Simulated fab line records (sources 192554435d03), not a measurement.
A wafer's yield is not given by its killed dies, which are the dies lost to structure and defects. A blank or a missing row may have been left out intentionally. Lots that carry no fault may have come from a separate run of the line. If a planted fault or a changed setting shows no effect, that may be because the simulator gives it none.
fab line records + flow n5_finfet
record
- lots=6
- wafers=16
- last_day=17
route steps=1938 shown BEOL_M15@1812 PASSIVATION@1936
lots with no fault: from the same line, run without faults
start_h: the number of hours between the record's first day and the start of the first shown wafer of the lot + wait_h: hours elapsed since this lot's preceding step + " repeats the value in the row above + L1.1+2: one row covering several wafers at once + - value missing, or start not given + * or withheld: withheld + < > ~ a bound
route shown NAME@n: names a module that has steps shown in the file, with the first one's number in the route + usual: mean and standard deviation over wafers with no fault + same: alike in all rows + chamber/n: place in a boat + sites: per-site readings + _std_site: standard deviation across them + _edge_site: inner sites' mean taken away from outer sites' mean + radius_mm: how far each site lies from the wafer's centre + mask NAME#n: copy n + behind: the last tool/chamber to shape the wafer + hold: the reason the lot was held/the length of the hold in hours/how it ended + device: transistor that didn't switch, given as n, p or np + end of line: tests run on the same wafers once the route is complete + a step given without rows: its recipe and nothing more + killed: dies that structure and defects cost at the first sort, which is not the same as the wafer's yield + map: a wafer's dies, marking killed ones x, the rest . and places with no die _
set.NAME: the setting the step ran with; set.NAME@STEP: the setting that earlier step ran with + model.NAME: the simulator's own value behind a step, which no gauge read
a table for each step, a row for each wafer; lots at some steps of the route
services: a tool's chamber out of use, with start hour (start_h, from the record's first day; less than 0 if before it), hours out, and reason
## steps
# step N5_BEOL_M15_STRIP_62
# recipe
- chemistry=O2
- power_w=600
- temp_c=60
- pressure_mtorr=30
- rf_frequency_hz=6e+07
- bias_power_w=0
- overash_fraction=0.3
- o2_flow_sccm=225
# usual
- drypump_motor_current_A=5.5/0.41
- oes_product_au=0.79/0.058
- rf_vpp_V=3.6/0.45
- showerhead_plenum_p_Torr=2.10/0.087
- throttle_valve_pct=16.60/0.16
# same
- bias_power_w=0
| lot.wafer | tool        | chamber | start_h | wait_h | drypump_motor_current_A | oes_product_au | rf_hours_counter_h | rf_vpp_V | showerhead_plenum_p_Torr | throttle_valve_pct |
|-----------|-------------|---------|---------|--------|-------------------------|----------------|--------------------|----------|--------------------------|--------------------|
| L335.3    | rie_diel-02 | 2       | -       | -      | 5.9                     | 0.71           | 232                | 3.1      | 2.05                     | 16.80              |
| L335.4    | "           | 3       | "       | "      | 5.5                     | 0.72           | 180                | 4.0      | 2.16                     | 16.67              |
| L335.5    | "           | 3       | "       | "      | 5.5                     | 0.72           | -                  | 4.1      | 2.16                     | 16.69              |
| L337.1    | rie_diel-06 | 0       | -       | -      | 5.7                     | 0.88           | 49                 | 4.4      | 2.11                     | 16.35              |
| L337.4    | "           | 2       | "       | "      | 5.4                     | 0.79           | 126                | 3.6      | 2.22                     | 16.71              |
| L337.5    | "           | 0       | "       | "      | 5.7                     | 0.89           | -                  | 3.4      | 2.11                     | 16.36              |
| L341.2    | rie_diel-02 | 0       | -       | -      | 5.0                     | 0.71           | 211                | 3.4      | 2.09                     | 16.80              |
| L341.4    | "           | 1       | "       | "      | 6.0                     | 0.75           | 187                | 3.4      | 1.98                     | 16.39              |
| L341.6    | "           | 2       | "       | "      | 5.9                     | 0.68           | -                  | 3.2      | 2.05                     | 16.83              |
| L342.2    | rie_diel-06 | 2       | -       | -      | 5.4                     | 0.79           | 133                | 3.3      | 2.22                     | 16.77              |
| L342.6    | "           | 3       | "       | "      | 5.9                     | 0.76           | -                  | 3.2      | 1.92                     | 16.41              |
| L343.3    | rie_diel-02 | 2       | -       | -      | 5.9                     | 0.68           | 248                | 4.0      | 2.05                     | 16.83              |
| L343.6    | "           | 2       | "       | "      | 5.9                     | 0.68           | -                  | 2.8      | 2.04                     | 16.83              |
| L353.1    | rie_diel-05 | 3       | -       | -      | 5.2                     | 0.76           | 113                | 3.4      | 2.12                     | 16.69              |
| L353.5    | "           | 2       | "       | "      | 5.1                     | 0.76           | -                  | 4.1      | 2.20                     | 16.64              |
| L353.6    | "           | 1       | "       | "      | 5.8                     | 0.81           | -                  | 3.4      | 2.13                     | 16.80              |
# step N5_BEOL_M15_STRIP_37
# recipe
- chemistry=O2
- power_w=600
- temp_c=60
- pressure_mtorr=30
- rf_frequency_hz=6e+07
- bias_power_w=0
- overash_fraction=0.3
- o2_flow_sccm=225
# usual
- drypump_motor_current_A=5.5/0.41
- oes_product_au=0.79/0.058
- rf_vpp_V=3.6/0.57
- showerhead_plenum_p_Torr=2.10/0.087
- throttle_valve_pct=16.60/0.16
# same
- bias_power_w=0
| lot.wafer | tool        | chamber | start_h | wait_h | drypump_motor_current_A | oes_product_au | rf_hours_counter_h | rf_vpp_V | showerhead_plenum_p_Torr | throttle_valve_pct |
|-----------|-------------|---------|---------|--------|-------------------------|----------------|--------------------|----------|--------------------------|--------------------|
| L335.3    | rie_diel-02 | 2       | -       | -      | 5.9                     | 0.70           | 232                | 3.0      | 2.05                     | 16.79              |
| L335.4    | "           | 3       | "       | "      | 5.5                     | 0.72           | 180                | 2.9      | 2.16                     | 16.66              |
| L335.5    | "           | 3       | "       | "      | 5.4                     | 0.72           | -                  | 3.1      | 2.16                     | 16.67              |
| L337.1    | rie_diel-06 | 0       | -       | -      | 5.6                     | 0.87           | 49                 | 4.3      | 2.11                     | 16.34              |
| L337.4    | "           | 2       | "       | "      | 5.4                     | 0.79           | 126                | 3.7      | 2.22                     | 16.76              |
| L337.5    | "           | 0       | "       | "      | 5.6                     | 0.88           | -                  | 3.4      | 2.11                     | 16.36              |
| L341.2    | rie_diel-02 | 0       | -       | -      | 5.1                     | 0.71           | 211                | 3.4      | 2.09                     | 16.82              |
| L341.4    | "           | 1       | "       | "      | 6.0                     | 0.75           | 187                | 3.7      | 1.98                     | 16.37              |
| L341.6    | "           | 2       | "       | "      | 5.9                     | 0.68           | -                  | 3.2      | 2.05                     | 16.81              |
| L342.2    | rie_diel-06 | 2       | -       | -      | 5.4                     | 0.79           | 133                | 4.1      | 2.22                     | 16.74              |
| L342.6    | "           | 3       | "       | "      | 5.9                     | 0.76           | -                  | 3.0      | 1.92                     | 16.39              |
| L343.3    | rie_diel-02 | 2       | -       | -      | 5.9                     | 0.68           | 248                | 4.0      | 2.04                     | 16.83              |
| L343.6    | "           | 2       | "       | "      | 5.9                     | 0.68           | -                  | 3.3      | 2.04                     | 16.82              |
| L353.1    | rie_diel-05 | 3       | -       | -      | 5.2                     | 0.76           | 113                | 4.0      | 2.12                     | 16.72              |
| L353.5    | "           | 2       | "       | "      | 5.1                     | 0.75           | -                  | 3.0      | 2.20                     | 16.62              |
| L353.6    | "           | 1       | "       | "      | 5.8                     | 0.80           | -                  | 3.4      | 2.13                     | 16.80              |
# step N5_BEOL_M15_ETCH_38
# recipe
- chemistry=CF4/N2
- target=SiCN
- target_depth_a=1064
- taper_deg=2
- time_s=120.5
- ion_energy_ev=150
- mask_material=SiO2
- pressure_mtorr=40
- source_w=430
- bias_w=70
- Ar_flow_sccm=100
- cf4_flow_sccm=60
- n2_flow_sccm=60
# step N5_BEOL_M15_PRECLEAN_39
# recipe
- chemistry=residue_remover
- time_s=60
- temp_c=40
# step N5_BEOL_M15_SRD_40
# recipe
- time_s=30
- temp_c=23
- rinse_liquid=diw
- dry=n2_spin
- spin_rpm=1500
- dry_time_s=30
# step N5_BEOL_M15_DEGAS_41
# recipe
- ambient=vacuum
- temp_c=300
- time_s=60
# step N5_BEOL_M15_PRE_CLEAN_42
# recipe
- gas=H2/He
- time_s=30
- temp_c=300
# usual
- heater_power_w=448/54
| lot.wafer | tool           | chamber | start_h | wait_h | heater_power_w |
|-----------|----------------|---------|---------|--------|----------------|
| L335.3    | pvd_sputter-01 | -       | 281.91  | 0.0    | 408            |
| L335.4    | "              | -       | "       | "      | 514            |
| L335.5    | "              | -       | "       | "      | 411            |
| L337.1    | pvd_sputter-02 | -       | 289.22  | 0.0    | 406            |
| L337.4    | "              | -       | "       | "      | 483            |
| L337.5    | "              | -       | "       | "      | 498            |
| L341.2    | pvd_sputter-02 | -       | 314.34  | 0.0    | 397            |
| L341.4    | "              | -       | "       | "      | 388            |
| L341.6    | "              | -       | "       | "      | 401            |
| L342.2    | pvd_sputter-01 | -       | 314.83  | 0.0    | 432            |
| L342.6    | "              | -       | "       | "      | 431            |
| L343.3    | pvd_sputter-01 | -       | 339.93  | 0.0    | 481            |
| L343.6    | "              | -       | "       | "      | 514            |
| L353.1    | pvd_sputter-03 | -       | 399.72  | 0.0    | 479            |
| L353.5    | "              | -       | "       | "      | 431            |
| L353.6    | "              | -       | "       | "      | 586            |
# step N5_BEOL_M15_SPUTTER_43
# recipe
- material=TaN
- target_thk_a=150
- temp_c=50
- bias_v=168.6
- power_w=15000
- chamber_pressure_pa=0.12
- time_s=24.19
# usual
- throttle_valve_pct=29.7/0.91
| lot.wafer | tool           | chamber | start_h | wait_h | throttle_valve_pct |
|-----------|----------------|---------|---------|--------|--------------------|
| L335.3    | pvd_sputter-01 | -       | 281.95  | 0.0    | 30.0               |
| L335.4    | "              | -       | "       | "      | 30.1               |
| L335.5    | "              | -       | "       | "      | 30.3               |
| L337.1    | pvd_sputter-02 | -       | 289.26  | 0.0    | 29.0               |
| L337.4    | "              | -       | "       | "      | 29.1               |
| L337.5    | "              | -       | "       | "      | 29.2               |
| L341.2    | pvd_sputter-02 | -       | 314.38  | 0.0    | 28.6               |
| L341.4    | "              | -       | "       | "      | 30.9               |
| L341.6    | "              | -       | "       | "      | 31.2               |
| L342.2    | pvd_sputter-01 | -       | 314.87  | 0.0    | 30.7               |
| L342.6    | "              | -       | "       | "      | 30.8               |
| L343.3    | pvd_sputter-01 | -       | 339.97  | 0.0    | 28.6               |
| L343.6    | "              | -       | "       | "      | 30.1               |
| L353.1    | pvd_sputter-03 | -       | 399.76  | 0.0    | 29.6               |
| L353.5    | "              | -       | "       | "      | 29.6               |
| L353.6    | "              | -       | "       | "      | 27.9               |
# step N5_BEOL_M15_SPUTTER_44
# recipe
- material=Ta
- target_thk_a=150
- temp_c=50
- bias_v=80
- power_w=15000
- chamber_pressure_pa=0.07
- time_s=24.19
# step N5_BEOL_M15_SPUTTER_45
# recipe
- material=Cu
- target_thk_a=1000
- temp_c=-20
- bias_v=60
- power_w=26000
- chamber_pressure_pa=0.13
- time_s=16.67
# usual
- chuck_gas_flow_sccm=1.25/0.048
- throttle_valve_pct=29.7/0.9
| lot.wafer | tool           | chamber | start_h | wait_h | chuck_gas_flow_sccm | throttle_valve_pct |
|-----------|----------------|---------|---------|--------|---------------------|--------------------|
| L335.3    | pvd_sputter-01 | -       | 282.11  | 0.0    | 1.25                | 30.3               |
| L335.4    | "              | -       | "       | "      | 1.28                | 30.1               |
| L335.5    | "              | -       | "       | "      | 1.27                | 30.1               |
| L337.1    | pvd_sputter-02 | -       | 289.42  | 0.0    | 1.26                | 28.8               |
| L337.4    | "              | -       | "       | "      | 1.33                | 29.1               |
| L337.5    | "              | -       | "       | "      | 1.19                | 29.2               |
| L341.2    | pvd_sputter-02 | -       | 314.54  | 0.0    | 1.20                | 28.8               |
| L341.4    | "              | -       | "       | "      | 1.28                | 30.8               |
| L341.6    | "              | -       | "       | "      | 1.29                | 30.8               |
| L342.2    | pvd_sputter-01 | -       | 315.03  | 0.0    | 1.23                | 30.6               |
| L342.6    | "              | -       | "       | "      | 1.34                | 30.5               |
| L343.3    | pvd_sputter-01 | -       | 340.13  | 0.0    | 1.14                | 28.5               |
| L343.6    | "              | -       | "       | "      | 1.31                | 30.0               |
| L353.1    | pvd_sputter-03 | -       | 399.92  | 0.0    | 1.20                | 29.5               |
| L353.5    | "              | -       | "       | "      | 1.21                | 29.9               |
| L353.6    | "              | -       | "       | "      | 1.32                | 27.5               |
# step N5_BEOL_M15_ECD_47
# recipe
- material=Cu
- target_thk_a=18600
# step N5_BEOL_M15_ANNEAL_48
# recipe
- temp_c=225
- time_s=90
- ambient=N2
# step N5_BEOL_M15_CMP_49
# recipe
- stop_on=SiO2
- t_overpolish_s=4.9
- down_force_psi=2
- platen_rpm=80
- clearing_platen_down_force_psi=2
- clearing_platen_rpm=80
- post_cmp_clean=cu_alkaline
- target_thk_nm=850
- clearing_platen_pad_velocity_m_s=1.5917
- pad_velocity_m_s=1.5917
# usual
- barrier_field_endpoint_s=11.33/0.28
- motor_current_A=8.7/1.3
- overpolish_run_s=4.900/0.0089
- platen_rpm=80.01/0.056
- slurry_filter_dp_kPa=13.50/0.15
# same
- t_overpolish_s=4.9
| lot.wafer | tool   | chamber | start_h | wait_h | barrier_field_endpoint_s | motor_current_A | overpolish_run_s | platen_rpm | slurry_filter_dp_kPa |
|-----------|--------|---------|---------|--------|--------------------------|-----------------|------------------|------------|----------------------|
| L335.3    | cmp-02 | 1       | 282.82  | 0.2    | 11.24                    | 9.9             | 4.903            | 80.10      | 13.62                |
| L335.4    | "      | 3       | "       | "      | 11.05                    | 9.0             | 4.908            | 80.05      | 13.64                |
| L335.5    | "      | 1       | "       | "      | 11.26                    | 9.5             | 4.903            | 80.00      | 13.45                |
| L337.1    | cmp-03 | 1       | 290.61  | 0.3    | 11.17                    | 11.1            | 4.909            | 80.07      | 13.55                |
| L337.4    | "      | 3       | "       | "      | 11.14                    | 7.3             | 4.890            | 79.99      | 13.48                |
| L337.5    | "      | 0       | "       | "      | 11.61                    | 6.9             | 4.910            | 80.02      | 13.31                |
| L341.2    | cmp-03 | 1       | 315.26  | 0.2    | 11.43                    | 11.0            | 4.915            | 79.97      | 13.38                |
| L341.4    | "      | 3       | "       | "      | 11.21                    | 7.3             | 4.908            | 80.13      | 13.58                |
| L341.6    | "      | 2       | "       | "      | 11.28                    | 8.5             | 4.889            | 80.00      | 13.43                |
| L342.2    | cmp-02 | 0       | 315.97  | 0.2    | 11.47                    | 8.8             | 4.887            | 80.01      | 13.23                |
| L342.6    | "      | 3       | "       | "      | 6.49                     | 9.6             | 4.907            | 80.00      | 13.46                |
| L343.3    | cmp-02 | 2       | 341.45  | 0.3    | 6.49                     | 7.8             | 4.900            | 80.00      | 13.35                |
| L343.6    | "      | 0       | "       | "      | 6.28                     | 8.5             | 4.901            | 80.10      | 13.18                |
| L353.1    | cmp-03 | 1       | 400.98  | 0.3    | 11.67                    | 11.9            | 4.898            | 79.98      | 13.47                |
| L353.5    | "      | 0       | "       | "      | 11.95                    | 7.2             | 4.908            | 80.00      | 13.56                |
| L353.6    | "      | 1       | "       | "      | 11.35                    | 11.2            | 4.900            | 80.03      | 13.69                |
# step N5_PASSIVATION_PROBE_49
# usual
- defect_limited_yield=91.4/1.6
- killed_at_M0_to_M3=31/11
- killed_at_M4_up=14/5.7
- killed_at_contacts=12/6
- killed_at_front_end=41/13
- killed_at_other=3.3/2.8
- killed_dies=101/19
- killed_open=67/14
- killed_short=33/8.2
- sort_bin_4_leakage=0.0/0.37
- sort_bin_5_function=5.0/1.1
- sort_bin_6_memory=3.3/0.74
- sort_n_pass=1078/20
- sort_yield_pct=91.3/1.7
# same
- gross_dies=1180
- killed_at_back_side=0
- sort_bin_8_speed[%]=0
| lot.wafer | tool      | chamber | start_h | wait_h | defect_limited_yield[%] | killed_at_M0_to_M3 | killed_at_M4_up | killed_at_contacts | killed_at_front_end | killed_at_other | killed_dies | killed_open | killed_short | sort_bin_4_leakage[%] | sort_bin_5_function[%] | sort_bin_6_memory[%] | sort_n_pass | sort_yield_pct[%] |
|-----------|-----------|---------|---------|--------|-------------------------|--------------------|-----------------|--------------------|---------------------|-----------------|-------------|-------------|--------------|-----------------------|------------------------|----------------------|-------------|-------------------|
| L343.3    | prober-01 | -       | 354.87  | 0.1    | 92.0                    | 23                 | 20              | 10                 | 32                  | 9               | 94          | 60          | 31           | 0                     | 4.7                    | 2.9                  | 1086        | 92.0              |
| L343.6    | prober-01 | -       | 355.02  | 0.3    | 92.1                    | 41                 | 14              | 12                 | 23                  | 3               | 93          | 60          | 32           | 0                     | 4.1                    | 3.6                  | 1087        | 92.1              |
# killed by level:class
L343.3 BEOL_M4:geometric_particle:open=12 BEOL_M3:geometric_particle:open=9 FIN_SAQP:geometric_particle:short=7 STI_FIN_REVEAL:geometric_particle:open=7 MOL_CONTACT_COAG:geometric_particle:open=7 BEOL_M1:geometric_particle:open=5 FIN_SAQP:geometric_particle:open=4 MIM_TOP_ETCH:geometric_particle:short=4
L343.6 BEOL_M0_SAQP:geometric_particle:short=9 BEOL_M1:geometric_particle:open=9 MOL_CONTACT_COAG:geometric_particle:open=8 STI_FIN_REVEAL:geometric_particle:open=6 BEOL_M0_SAQP:geometric_particle:open=6 BEOL_M2:geometric_particle:open=6 BEOL_M4:geometric_particle:open=6 FIN_SAQP:geometric_particle:open=5
## services
| tool           | chamber | start_h | hours | kind                          |
|----------------|---------|---------|-------|-------------------------------|
| rie_diel-06    | 3       | 272.94  | 8.2   | repair                        |
| rie_diel-05    | 2       | 292.50  | 6.9   | repair                        |
| cmp-03         | -       | 297.03  | 4.0   | pm                            |
| cmp-02         | -       | 313.26  | 1.4   | repair                        |
| cmp-03         | -       | 328.25  | 0.4   | repair                        |
| rie_diel-06    | 3       | 335.24  | 4.3   | repair                        |
| pvd_sputter-02 | -       | 335.77  | 2.8   | repair                        |
| pvd_sputter-01 | -       | 342.33  | 3.2   | repair                        |
| rie_diel-02    | 2       | 345.20  | -     | clean                         |
| rie_diel-02    | 2       | 345.20  | -     | consumable_replace:focus_ring |
| rie_diel-02    | 2       | 345.20  | 14.0  | scheduled_down                |
| rie_diel-02    | 2       | 345.20  | 14.0  | vent_cycle                    |
| rie_diel-06    | 1       | 347.84  | 8.6   | repair                        |
| rie_diel-06    | -       | 358.55  | 0.9   | repair                        |
| rie_diel-05    | 1       | 359.64  | 5.6   | repair                        |
| pvd_sputter-02 | -       | 362.69  | 0.6   | repair                        |
| cmp-02         | -       | 364.50  | 3.0   | repair                        |
| rie_diel-05    | -       | 365.21  | 1.2   | repair                        |
| cmp-03         | -       | 367.11  | 5.4   | pm                            |
| cmp-03         | -       | 375.54  | 6.6   | repair                        |
| pvd_sputter-01 | -       | 383.35  | 4.8   | repair                        |
| pvd_sputter-01 | -       | 391.72  | 2.1   | repair                        |
| rie_diel-06    | -       | 399.62  | 14.6  | pm                            |
| rie_diel-05    | 1       | 400.40  | 3.8   | repair                        |
## key
first_sign
- step=N5_BEOL_M15_CMP_49
- reading=barrier_field_endpoint_s
- direction=down
- sigmas=18
- usual=11.33
- struck=6.42
effect none on later readings
met_at N5_BEOL_M15_CMP_49
struck_wafers L342.6,L343.3,L343.6
onset_between 282.82 315.97
fault
- kind=process_parameter_drift
- tool=cmp-02
- chamber=-
- onset_h=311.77
- steps=N5_BEOL_M15_CMP_49
- channel=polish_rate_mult
- offset=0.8
- shape=step
- end_h=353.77
- scope=struck_wafers_only
